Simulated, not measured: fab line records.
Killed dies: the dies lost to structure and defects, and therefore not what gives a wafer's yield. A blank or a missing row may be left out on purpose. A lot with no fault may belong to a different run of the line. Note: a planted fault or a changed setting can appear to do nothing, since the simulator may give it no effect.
fab line records ; flow n5-finfet
record: lots: 7; wafers: 18; last-day: 16
route steps=1938 shown FIN_SAQP@90
lots with no fault: from the same line, run without faults
start-h: hours from the record's first day to the start of the lot's first wafer shown ; wait-h: how many hours have passed since the lot's step before this one ; " unchanged from the row above ; L1.1+2: a single row standing in for several wafers ; - no value present, or no start provided ; * or withheld: withheld ; < > ~ a bound
route shown NAME@n: names a module that has steps shown in the file, with the first one's number in the route ; usual: mean/standard deviation taken from wafers without a fault ; same: alike in all rows ; chamber/n: place in a boat ; sites: each site's reading ; _std_site: standard deviation across them ; _edge_site: mean of outer sites minus mean of inner sites ; radius-mm: for every site, how far away it sits from the centre of the wafer ; mask NAME#n: copy n ; behind: tool/chamber where the wafer was last shaped ; hold: why the lot went on hold/how many hours it stayed there/how the hold came to an end ; device: names the non-switching transistor (n, p or np) ; end of line: at the end of the route, the tests of the same wafers ; where a step has no rows: the recipe by itself ; killed: dies lost to structure and defects at the first sort, not the wafer's yield ; map: shows each die of a wafer: x if killed, . if not, _ if none is there
set.NAME: the setting the step ran with; set.NAME@STEP: the setting that earlier step ran with ; model.NAME: the simulator's own value behind a step, which no gauge read
lots at some steps of the route; a table a step, a row a wafer
services: the hour from which a tool's chamber was out of use, counted from the record's first day as start-h (under 0 if before that day), plus the number of hours and why
== steps ==
step: N5_FIN_SAQP_PRECLEAN_42
recipe: chemistry: O3/DIW; time-s: 60; temp-c: 22; o3-ppm: 10
step: N5_FIN_SAQP_PRECLEAN_00
recipe: chemistry: SC1; time-s: 60; temp-c: 55; mix: 1:2:50
step: N5_FIN_SAQP_PRECLEAN_44
recipe: chemistry: SC2; time-s: 45; temp-c: 35; mix: 1:1:50
step: N5_FIN_SAQP_SRD_01
recipe: dry: ipa-marangoni; time-s: 30; temp-c: 23; rinse-liquid: diw
step: N5_FIN_SAQP_ALD_61
recipe: material: SiO2; target-thk-a: 40; temp-c: 300; ald-precursor-family: BDEAS; ald-co-reactant: O2-plasma; pulse-time-s: 1; purge-time-s: 2; co-reactant-purge-time-s: 2; ald-cycles: 43; pressure-torr: 2
step: N5_FIN_SAQP_DENSIFY_62
recipe: temp-c: 700; time-s: 60; ambient: N2; idle-temp-c: 600; ramp-up-c-per-s: 150; ramp-down-c-per-s: 60; cool-to-c: 600
step: N5_FIN_SAQP_HM_DEP_03
recipe: material: SiNx; target-thk-a: 380; temp-c: 400; precursor: SiH4/NH3/N2; pressure-torr: 1.5; rf-w: 300; time-s: 33.6
usual: heater-power-w: 788/140; showerhead-plenum-p-Torr: 5.16/0.049; throttle-valve-pct: 39.3/2.1
lot.wafer;tool;chamber;start-h;wait-h;heater-power-w;showerhead-plenum-p-Torr;since-wet-clean-h;throttle-valve-pct
L295.3;pecvd-02;0;21.71;0.1;573;5.22;907;39.8
L295.4;pecvd-02;1;21.71;0.1;657;5.17;-;41.2
L295.6;pecvd-02;2;21.71;0.1;891;5.15;-;34.8
L298.1;pecvd-02;2;39.00;0.2;949;5.16;170;35.0
L298.4;pecvd-02;0;39.00;0.2;625;5.25;-;39.5
L298.6;pecvd-02;2;39.00;0.2;941;5.13;-;35.1
L300.2;pecvd-02;2;51.37;0.2;896;5.14;183;34.8
L300.3;pecvd-02;1;51.37;0.2;703;5.17;1662;41.0
L300.5;pecvd-02;0;51.37;0.2;666;5.24;-;39.8
L308.2;pecvd-02;0;102.28;0.2;565;5.24;987;39.9
L308.5;pecvd-02;2;102.28;0.2;901;5.15;-;35.1
L309.2;pecvd-02;1;109.27;0.2;742;5.15;1719;41.1
L309.6;pecvd-02;2;109.27;0.2;936;5.14;-;35.1
L311.1;pecvd-02;2;118.71;0.2;902;5.15;250;35.0
L311.2;pecvd-02;1;118.71;0.2;672;5.15;1729;41.1
L311.4;pecvd-02;1;118.71;0.2;650;5.15;-;41.2
L313.1;pecvd-01;0;128.71;0.2;776;5.13;1195;40.4
L313.5;pecvd-01;1;128.71;0.2;924;5.11;-;41.2
step: N5_FIN_SAQP_THK_MEAS_05
usual: thk-nm: 38.1/0.43
lot.wafer;tool;chamber;start-h;wait-h;thk-nm
L295.3;film-metro-02;-;21.80;0.1;37.8
L295.4;film-metro-02;-;21.80;0.1;38.0
L295.6;film-metro-02;-;21.80;0.1;38.3
L298.1;film-metro-02;-;39.08;0.1;38.2
L298.4;film-metro-02;-;39.08;0.1;38.3
L298.6;film-metro-02;-;39.08;0.1;38.6
L300.2;film-metro-02;-;51.46;0.1;38.2
L300.3;film-metro-02;-;51.46;0.1;38.1
L300.5;film-metro-02;-;51.46;0.1;38.5
L308.2;film-metro-02;-;102.36;0.1;37.1
L308.5;film-metro-02;-;102.36;0.1;37.8
L309.2;film-metro-02;-;109.35;0.1;37.0
L309.6;film-metro-02;-;109.35;0.1;38.2
L311.1;film-metro-01;-;118.80;0.1;38.0
L311.2;film-metro-01;-;118.80;0.1;37.5
L311.4;film-metro-01;-;118.80;0.1;38.0
L313.1;film-metro-01;-;128.80;0.1;37.5
L313.5;film-metro-01;-;128.80;0.1;38.0
step: N5_FIN_SAQP_PECVD_47
recipe: material: a-Si; target-thk-a: 450; temp-c: 400; precursor: SiH4/He; pressure-torr: 3; rf-w: 100; time-s: 36.3
usual: heater-power-w: 857/140; showerhead-plenum-p-Torr: 5.68/0.036; throttle-valve-pct: 18.0/0.88
lot.wafer;tool;chamber;start-h;wait-h;heater-power-w;showerhead-plenum-p-Torr;since-wet-clean-h;throttle-valve-pct
L295.3;pecvd-02;0;21.84;0.0;676;5.75;907;18.0
L295.4;pecvd-02;0;21.84;0.0;692;5.73;-;18.1
L295.6;pecvd-02;1;21.84;0.0;837;5.68;-;18.7
L298.1;pecvd-02;0;39.12;0.0;716;5.74;924;17.8
L298.4;pecvd-02;0;39.12;0.0;726;5.76;-;18.2
L298.6;pecvd-02;1;39.12;0.0;825;5.68;-;18.9
L300.2;pecvd-01;0;51.49;0.0;867;5.67;1118;18.4
L300.3;pecvd-01;2;51.49;0.0;621;5.69;331;17.3
L300.5;pecvd-01;1;51.49;0.0;1058;5.64;-;18.8
L308.2;pecvd-01;1;102.40;0.0;1023;5.65;1894;18.9
L308.5;pecvd-01;2;102.40;0.0;746;5.68;-;17.7
L309.2;pecvd-02;2;109.39;0.0;896;5.67;241;15.9
L309.6;pecvd-02;2;109.39;0.0;907;5.68;-;16.1
L311.1;pecvd-01;2;118.83;0.0;666;5.70;399;17.8
L311.2;pecvd-01;1;118.83;0.0;950;5.65;1910;18.9
L311.4;pecvd-01;1;118.83;0.0;923;5.65;-;18.7
L313.1;pecvd-01;2;128.84;0.0;664;5.69;409;17.8
L313.5;pecvd-01;1;128.84;0.0;1007;5.66;-;18.8
step: N5_FIN_SAQP_PECVD_48
recipe: material: SiNx; target-thk-a: 250; temp-c: 400; precursor: SiH4/NH3/N2; pressure-torr: 1.5; rf-w: 300; time-s: 22.1
usual: heater-power-w: 797/140; showerhead-plenum-p-Torr: 5.16/0.048; throttle-valve-pct: 39.4/2
lot.wafer;tool;chamber;start-h;wait-h;heater-power-w;showerhead-plenum-p-Torr;since-wet-clean-h;throttle-valve-pct
L295.3;pecvd-02;0;21.88;0.0;649;5.21;907;39.5
L295.4;pecvd-02;0;21.88;0.0;652;5.24;-;39.7
L295.6;pecvd-02;1;21.88;0.0;748;5.15;-;41.3
L298.1;pecvd-02;0;39.16;0.0;616;5.23;924;39.7
L298.4;pecvd-02;0;39.16;0.0;626;5.24;-;39.6
L298.6;pecvd-02;1;39.16;0.0;632;5.15;-;41.0
L300.2;pecvd-01;0;51.53;0.0;769;5.13;1118;40.4
L300.3;pecvd-01;2;51.53;0.0;623;5.15;331;37.9
L300.5;pecvd-01;1;51.53;0.0;945;5.12;-;41.3
L308.2;pecvd-01;1;102.46;0.0;996;5.13;1894;41.4
L308.5;pecvd-01;2;102.46;0.0;599;5.16;-;38.3
L309.2;pecvd-02;2;109.43;0.0;887;5.15;241;35.0
L309.6;pecvd-02;2;109.43;0.0;902;5.14;-;34.8
L311.1;pecvd-01;2;118.87;0.0;625;5.16;399;38.7
L311.2;pecvd-01;1;118.87;0.0;911;5.12;1910;41.5
L311.4;pecvd-01;1;118.87;0.0;904;5.12;-;41.2
L313.1;pecvd-01;2;128.88;0.0;615;5.17;409;38.2
L313.5;pecvd-01;1;128.88;0.0;950;5.14;-;41.3
step: N5_FIN_SAQP_PECVD_06
recipe: material: a-Si; target-thk-a: 600; temp-c: 400; precursor: SiH4/He; pressure-torr: 3; rf-w: 100; time-s: 48.1
step: N5_FIN_SAQP_THK_MEAS_07
usual: thk-nm: 60.1/0.74
lot.wafer;tool;chamber;start-h;wait-h;thk-nm
L295.3;film-metro-01;-;22.01;0.1;59.6
L295.4;film-metro-01;-;22.01;0.1;60.7
L295.6;film-metro-01;-;22.01;0.1;60.3
L298.1;film-metro-01;-;39.29;0.1;59.5
L298.4;film-metro-01;-;39.29;0.1;61.4
L298.6;film-metro-01;-;39.29;0.1;60.6
L300.2;film-metro-02;-;51.66;0.1;58.9
L300.3;film-metro-02;-;51.66;0.1;59.2
L300.5;film-metro-02;-;51.66;0.1;59.9
L308.2;film-metro-02;-;102.64;0.1;59.4
L308.5;film-metro-02;-;102.64;0.1;61.1
L309.2;film-metro-02;-;109.56;0.1;59.8
L309.6;film-metro-02;-;109.56;0.1;60.6
L311.1;film-metro-02;-;119.00;0.1;59.4
L311.2;film-metro-02;-;119.00;0.1;60.0
L311.4;film-metro-02;-;119.00;0.1;60.7
L313.1;film-metro-01;-;129.01;0.1;59.0
L313.5;film-metro-01;-;129.01;0.1;60.2
step: N5_FIN_SAQP_HM_DEP_72
recipe: material: SiO2; target-thk-a: 120; temp-c: 400; precursor: SiH4/N2O; pressure-torr: 0.75; rf-w: 275; time-s: 7.2
usual: heater-power-w: 821/140; showerhead-plenum-p-Torr: 8.19/0.11
lot.wafer;tool;chamber;start-h;wait-h;heater-power-w;showerhead-plenum-p-Torr;since-wet-clean-h;model.SiO2_of_FIN_SAQP_HM_DEP_72.thk-nm
L295.3;pecvd-03;0;22.04;0.0;754;8.34;545;11.74
L295.4;pecvd-03;1;22.04;0.0;1025;8.00;-;12.12
L295.6;pecvd-03;0;22.04;0.0;761;8.36;-;12.02
L298.1;pecvd-02;0;39.33;0.0;593;8.34;924;11.66
L298.4;pecvd-02;2;39.33;0.0;989;8.15;-;12.15
L298.6;pecvd-02;1;39.33;0.0;735;8.19;-;12.21
L300.2;pecvd-03;2;51.70;0.0;931;8.14;2024;11.96
L300.3;pecvd-03;1;51.70;0.0;1018;8.03;1299;12
L300.5;pecvd-03;0;51.70;0.0;675;8.36;-;12.12
L308.2;pecvd-03;0;102.68;0.0;776;8.37;625;11.82
L308.5;pecvd-03;0;102.68;0.0;776;8.36;-;11.52
L309.2;pecvd-03;1;109.63;0.1;975;7.99;1357;12.13
L309.6;pecvd-03;1;109.63;0.1;951;8.04;-;11.92
L311.1;pecvd-02;1;119.04;0.0;747;8.19;1729;11.92
L311.2;pecvd-02;0;119.04;0.0;647;8.36;1004;12.04
L311.4;pecvd-02;1;119.04;0.0;761;8.18;-;12.21
L313.1;pecvd-03;1;129.04;0.0;1008;8.02;1377;11.98
L313.5;pecvd-03;2;129.04;0.0;929;8.16;-;11.48
step: N5_FIN_SAQP_COAT_49
recipe: resist: SOC; temp-c: 250; time-s: 60; spin-rpm: 1500; resist-thk-nm: 100
step: N5_FIN_SAQP_COAT_50
recipe: resist: SiARC; temp-c: 220; time-s: 60; spin-rpm: 1500; resist-thk-nm: 35
step: N5_FIN_SAQP_COAT_10
recipe: resist: CAR-ArF; spin-rpm: 1500; resist-thk-nm: 90
step: N5_FIN_SAQP_EBR_12
recipe: solvent: PGMEA; ebr-width-mm: 1.5
step: N5_FIN_SAQP_SOFTBAKE_11
recipe: temp-c: 110; time-s: 60; resist: CAR-ArF
step: N5_FIN_SAQP_EXPOSE_13
recipe: mask-id: FIN_CORE; na: 1.35; source-shape: dipole; sigma-inner: 0.538; sigma-outer: 0.738; polarization: te; target-cd-nm: 35.6; dose-mj: 63.25
step: N5_FIN_SAQP_PEB_14
recipe: peb-temp-c: withheld; peb-time-s: 60; resist: CAR-ArF
step: N5_FIN_SAQP_DEVELOP_15
recipe: develop-time-s: 30; developer: TMAH; resist: CAR-ArF; dev-temp-c: 23; rinse-liquid: diw; dry: air-spin
step: N5_FIN_SAQP_CD_MEAS_16
recipe: target-cd-nm: 35.6; landing-energy-ev: 500; detector: se-inlens
usual: cd-nm: 35.5/0.35
lot.wafer;tool;chamber;start-h;wait-h;cd-nm
L295.3;cd-sem-03;0;22.50;-;35.4
L295.4;cd-sem-03;0;22.50;-;36.0
L295.6;cd-sem-03;0;22.50;-;35.6
L298.1;cd-sem-03;0;39.78;-;35.1
L298.4;cd-sem-03;0;39.78;-;35.3
L298.6;cd-sem-03;0;39.78;-;35.4
L300.2;cd-sem-03;0;52.02;-;34.8
L300.3;cd-sem-03;0;52.02;-;35.7
L300.5;cd-sem-03;0;52.02;-;35.1
L308.2;cd-sem-03;0;103.18;-;35.9
L308.5;cd-sem-03;0;103.18;-;35.8
L309.2;cd-sem-02;0;110.08;-;35.6
L309.6;cd-sem-02;0;110.08;-;36.2
L311.1;cd-sem-03;0;119.49;-;35.5
L311.2;cd-sem-03;0;119.49;-;35.6
L311.4;cd-sem-03;0;119.49;-;35.3
L313.1;cd-sem-01;0;129.49;-;35.0
L313.5;cd-sem-01;0;129.49;-;35.3
step: N5_FIN_SAQP_OVL_MEAS_17
recipe: points-per-wafer: 44
usual: FIN_CORE_OVL: -0.3/0.84
lot.wafer;tool;chamber;start-h;wait-h;FIN_CORE_OVL[nm]
L295.3;overlay-02;0;22.53;0.0;-1.7
L295.4;overlay-02;0;22.53;0.0;-1.9
L295.6;overlay-02;0;22.53;0.0;-1.5
L298.1;overlay-01;0;39.82;0.0;-0.3
L298.4;overlay-01;0;39.82;0.0;1.4
L298.6;overlay-01;0;39.82;0.0;-0.1
L300.2;overlay-02;0;52.06;0.0;0.2
L300.3;overlay-02;0;52.06;0.0;-0.4
L300.5;overlay-02;0;52.06;0.0;0.7
L308.2;overlay-02;0;103.22;0.0;-0.1
L308.5;overlay-02;0;103.22;0.0;0.6
L309.2;overlay-02;0;110.11;0.0;-0.9
L309.6;overlay-02;0;110.11;0.0;-0.1
L311.1;overlay-01;0;119.53;0.0;-0.5
L311.2;overlay-01;0;119.53;0.0;-0.4
L311.4;overlay-01;0;119.53;0.0;0.3
L313.1;overlay-01;0;129.53;0.0;0.1
L313.5;overlay-01;0;129.53;0.0;0.8
step: N5_FIN_SAQP_INSPECT_18
recipe: mode: adi; inspect-instrument: brightfield
usual: raw-defect-count: 433/120
lot.wafer;tool;chamber;start-h;wait-h;raw-defect-count
L295.3;defect-inspect-02;-;22.56;0.0;741
L295.4;defect-inspect-02;-;22.56;0.0;599
L295.6;defect-inspect-02;-;22.56;0.0;400
L298.1;defect-inspect-01;-;39.84;0.0;335
L298.4;defect-inspect-01;-;39.84;0.0;495
L298.6;defect-inspect-01;-;39.84;0.0;387
L300.2;defect-inspect-02;-;52.09;0.0;223
L300.3;defect-inspect-02;-;52.09;0.0;324
L300.5;defect-inspect-02;-;52.09;0.0;442
L308.2;defect-inspect-01;-;103.25;0.0;702
L308.5;defect-inspect-01;-;103.25;0.0;552
L309.2;defect-inspect-01;-;110.14;0.0;469
L309.6;defect-inspect-01;-;110.14;0.0;370
L311.1;defect-inspect-01;-;119.55;0.0;431
L311.2;defect-inspect-01;-;119.55;0.0;295
L311.4;defect-inspect-01;-;119.55;0.0;379
L313.1;defect-inspect-02;-;129.55;0.0;325
L313.5;defect-inspect-02;-;129.55;0.0;294
step: N5_FIN_SAQP_DESCUM_21
recipe: chemistry: O2; time-s: 7.9; source-power-w: 50; bias-power-w: 20; pressure-mtorr: 20; rf-frequency-hz: 2.712e+07; temp-c: 40; resist: CAR-ArF; o2-flow-sccm: 225
step: N5_FIN_SAQP_ETCH_51
recipe: chemistry: CF4; target: SiARC; target-depth-a: 455; mask-material: CAR-ArF; time-s: 75.8; ion-energy-ev: 80; pressure-mtorr: 40; source-w: 545; bias-w: 36; Ar_flow_sccm: 100; cf4-flow-sccm: 100; ends: cleared
usual: drypump-motor-current-A: 5.9/0.46; etch-rf-on-time-s: 75.9/1.7; mfc-ar-sccm: 99.9/0.31; oes-product-au: 0.65/0.064; rf-vpp-V: 183.9/1.1; showerhead-plenum-p-Torr: 2.13/0.062; throttle-valve-pct: 15.55/0.22
lot.wafer;tool;chamber;start-h;wait-h;drypump-motor-current-A;etch-rf-on-time-s;mfc-ar-sccm;oes-product-au;rf-hours-counter-h;rf-vpp-V;showerhead-plenum-p-Torr;throttle-valve-pct
L295.3;rie-diel-04;2;22.62;0.0;6.3;74.3;100.1;0.64;154;183.6;2.13;15.79
L295.4;rie-diel-04;1;22.62;0.0;6.1;73.4;99.6;0.65;170;185.5;2.21;15.33
L295.6;rie-diel-04;2;22.62;0.0;6.3;74.8;99.7;0.64;-;184.7;2.13;15.81
L298.1;rie-diel-03;1;40.07;0.0;6.5;73.0;100.0;0.84;8;184.2;2.11;15.19
L298.4;rie-diel-03;0;40.07;0.0;5.3;76.3;100.1;0.64;138;184.8;2.15;15.60
L298.6;rie-diel-03;2;40.07;0.0;5.9;77.1;100.1;0.64;-;185.6;2.21;15.98
L300.2;rie-diel-05;0;52.16;0.0;5.9;76.8;100.1;0.60;196;184.0;2.03;15.45
L300.3;rie-diel-05;3;52.16;0.0;6.1;76.9;100.7;0.63;187;185.3;2.21;15.39
L300.5;rie-diel-05;2;52.16;0.0;6.0;75.1;100.2;0.62;-;181.7;2.04;15.77
L308.2;rie-diel-05;1;103.73;0.0;5.0;76.7;100.1;0.63;170;184.6;2.14;15.43
L308.5;rie-diel-05;1;103.73;0.0;5.0;76.2;99.7;0.63;-;183.8;2.14;15.47
L309.2;rie-diel-03;0;110.21;0.0;5.3;75.8;99.9;0.63;163;185.1;2.14;15.67
L309.6;rie-diel-03;3;110.21;0.0;5.5;73.8;100.1;0.81;-;183.4;2.12;15.56
L311.1;rie-diel-03;3;119.62;0.0;5.5;72.9;99.8;0.80;18;183.7;2.12;15.55
L311.2;rie-diel-03;0;119.62;0.0;5.4;75.2;99.6;0.64;167;184.5;2.14;15.65
L311.4;rie-diel-03;0;119.62;0.0;5.3;75.6;99.7;0.63;-;184.7;2.14;15.66
L313.1;rie-diel-04;2;129.62;0.0;6.3;76.2;100.1;0.61;192;184.5;2.12;15.87
L313.5;rie-diel-04;3;129.62;0.0;6.1;76.3;99.3;0.70;-;183.2;2.08;15.34
step: N5_FIN_SAQP_ETCH_52
recipe: chemistry: N2/H2; target: SOC; target-depth-a: 1000; overetch-a: 200; mask-material: SiARC; temp-c: 40; time-s: 150; ion-energy-ev: 200; pressure-mtorr: 30; source-w: 840; bias-w: 150; n2-flow-sccm: 200; h2-flow-sccm: 200; ends: end-point
usual: drypump-motor-current-A: 5.9/0.46; oes-product-au: 0.68/0.061; rf-vpp-V: 523.5/2.4; showerhead-plenum-p-Torr: 2.53/0.075; throttle-valve-pct: 17.77/0.25
lot.wafer;tool;chamber;start-h;wait-h;drypump-motor-current-A;oes-product-au;rf-hours-counter-h;rf-vpp-V;showerhead-plenum-p-Torr;throttle-valve-pct
L295.3;rie-diel-04;2;22.68;0.0;6.4;0.67;154;522.9;2.55;18.04
L295.4;rie-diel-04;1;22.68;0.0;6.1;0.66;170;525.7;2.64;17.53
L295.6;rie-diel-04;2;22.68;0.0;6.3;0.67;-;524.9;2.55;18.05
L298.1;rie-diel-03;1;40.13;0.0;6.6;0.85;8;524.2;2.51;17.45
L298.4;rie-diel-03;0;40.13;0.0;5.3;0.68;138;523.0;2.53;17.73
L298.6;rie-diel-03;2;40.13;0.0;6.0;0.67;-;526.6;2.64;18.32
L300.2;rie-diel-05;0;52.21;0.0;5.9;0.65;196;520.6;2.43;17.75
L300.3;rie-diel-05;3;52.21;0.0;6.2;0.65;187;525.5;2.62;17.50
L300.5;rie-diel-05;2;52.21;0.0;6.0;0.65;-;521.4;2.42;18.04
L308.2;rie-diel-05;1;103.79;0.0;5.0;0.66;170;521.6;2.54;17.67
L308.5;rie-diel-05;1;103.79;0.0;5.0;0.66;-;522.5;2.54;17.67
L309.2;rie-diel-03;0;110.26;0.0;5.3;0.67;163;522.4;2.52;17.77
L309.6;rie-diel-03;3;110.26;0.0;5.5;0.84;-;522.7;2.51;17.74
L311.1;rie-diel-03;3;119.68;0.0;5.5;0.82;18;522.1;2.51;17.73
L311.2;rie-diel-03;0;119.68;0.0;5.4;0.66;167;522.1;2.52;17.80
L311.4;rie-diel-03;0;119.68;0.0;5.4;0.66;-;524.3;2.52;17.78
L313.1;rie-diel-04;2;129.68;0.0;6.3;0.64;192;522.6;2.53;18.12
L313.5;rie-diel-04;3;129.68;0.0;6.0;0.73;-;521.2;2.46;17.58
step: N5_FIN_SAQP_STRIP_53
recipe: chemistry: N2/H2; temp-c: 40; n2-flow-sccm: 200; h2-flow-sccm: 200; rf-frequency-hz: 6e+07
step: N5_FIN_SAQP_HM_OPEN_73
recipe: chemistry: CHF3/O2; target: SiO2; stop-on: a-Si; target-depth-a: 120; over-etch-frac: 1.8; mask-material: SOC; time-s: 16.8; pressure-mtorr: 30; source-w: 650; bias-w: 170; Ar_flow_sccm: 200; CHF3_flow_sccm: 50; O2_flow_sccm: 5; ion-energy-ev: 200; ends: end-point
usual: CHF3_flow_sccm: 50.00/0.15; drypump-motor-current-A: 5.9/0.46; mfc-ar-sccm: 200.0/0.59; oes-product-au: 0.45/0.041; rf-vpp-V: 519/9.9; showerhead-plenum-p-Torr: 2.40/0.074; throttle-valve-pct: 18.73/0.22
lot.wafer;tool;chamber;start-h;wait-h;CHF3_flow_sccm;drypump-motor-current-A;mfc-ar-sccm;oes-product-au;rf-hours-counter-h;rf-vpp-V;showerhead-plenum-p-Torr;throttle-valve-pct;model.etch.depth-nm
L295.3;rie-diel-04;2;22.79;0.0;49.91;6.4;200.5;0.44;154;513;2.39;18.95;11.74
L295.4;rie-diel-04;1;22.79;0.0;50.26;6.1;200.1;0.44;170;521;2.49;18.52;12.12
L295.6;rie-diel-04;2;22.79;0.0;49.88;6.4;201.1;0.45;-;513;2.39;18.97;12.02
L298.1;rie-diel-03;1;40.23;0.0;49.98;6.6;199.9;0.56;8;518;2.38;18.43;11.66
L298.4;rie-diel-03;0;40.23;0.0;50.14;5.3;200.5;0.46;138;521;2.42;18.79;12.15
L298.6;rie-diel-03;2;40.23;0.0;50.03;6.0;200.7;0.46;-;527;2.51;19.32;12.21
L300.2;rie-diel-05;0;52.32;0.0;49.99;5.9;200.2;0.43;196;508;2.28;18.62;11.96
L300.3;rie-diel-05;3;52.32;0.0;50.04;6.1;199.6;0.44;187;506;2.49;18.55;12
L300.5;rie-diel-05;2;52.32;0.0;49.95;5.9;199.8;0.43;-;517;2.29;18.87;12.12
L308.2;rie-diel-05;1;103.89;0.0;50.09;5.0;200.6;0.44;170;510;2.40;18.61;11.82
L308.5;rie-diel-05;1;103.89;0.0;50.26;5.0;200.2;0.44;-;508;2.40;18.60;11.52
L309.2;rie-diel-03;0;110.37;0.0;50.20;5.3;199.6;0.45;163;518;2.41;18.83;12.13
L309.6;rie-diel-03;3;110.37;0.0;50.01;5.5;201.0;0.56;-;530;2.38;18.82;11.92
L311.1;rie-diel-03;3;119.78;0.0;49.91;5.5;199.1;0.55;18;528;2.38;18.83;11.92
L311.2;rie-diel-03;0;119.78;0.0;50.22;5.3;199.9;0.44;167;521;2.41;18.85;12.04
L311.4;rie-diel-03;0;119.78;0.0;50.15;5.4;199.3;0.44;-;520;2.41;18.82;12.21
L313.1;rie-diel-04;2;129.79;0.0;49.84;6.3;199.7;0.44;192;512;2.38;19.02;11.98
L313.5;rie-diel-04;3;129.79;0.0;49.94;6.1;200.3;0.48;-;539;2.34;18.58;11.48
step: N5_FIN_SAQP_STRIP_74
recipe: chemistry: CHF3/O2; resist: SiARC; rf-frequency-hz: 6e+07
== services ==
tool;chamber;start-h;hours;kind
rie-diel-03;0;5.82;4.5;repair
rie-diel-03;1;11.62;21.1;repair
rie-diel-05;0;37.87;5.3;repair
pecvd-01;0;39.57;5.5;scheduled-down
rie-diel-03;3;42.17;-;clean
rie-diel-03;3;42.17;-;consumable-replace:focus-ring
rie-diel-03;3;42.17;19.3;scheduled-down
rie-diel-03;3;42.17;19.3;vent-cycle
pecvd-01;2;45.03;2.1;scheduled-down
pecvd-02;2;66.01;7.8;repair
pecvd-01;1;73.08;5.5;scheduled-down
pecvd-01;0;78.76;2.1;scheduled-down
rie-diel-03;-;95.44;6.3;repair
pecvd-03;1;98.79;5.5;scheduled-down
pecvd-01;0;99.99;13.4;repair
rie-diel-04;1;111.29;4.4;repair
pecvd-02;0;128.09;4.4;repair
== key ==
first-sign none at tools or gauges
model-effect: step: N5_FIN_SAQP_HM_DEP_72; value: SiO2_of_FIN_SAQP_HM_DEP_72.thk-nm; without: 12.09; struck: 11.64
model-effect: step: N5_FIN_SAQP_HM_OPEN_73; value: etch.depth-nm; without: 12.09; struck: 11.64
met-at N5_FIN_SAQP_HM_DEP_72
struck-wafers L308.5,L309.6,L313.5
tester-left-out L308,L309,L313
onset-between 51.70 102.68
fault: kind: process-parameter-drift; tool: pecvd-03; chamber: -; onset-h: 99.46; steps: N5_FIN_SAQP_HM_DEP_72; channel: time-s; offset: *; shape: step; end-h: 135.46; scope: struck-wafers-only; acts-in: *; stated: *
tester-left-out: of these lots the tester's yield and bins aren't shown, on N5 and GAA mostly nor the transistor test; their killed dies are dies lost to structure and defects alone, not to doping, threshold or leakage, so they don't give the yield
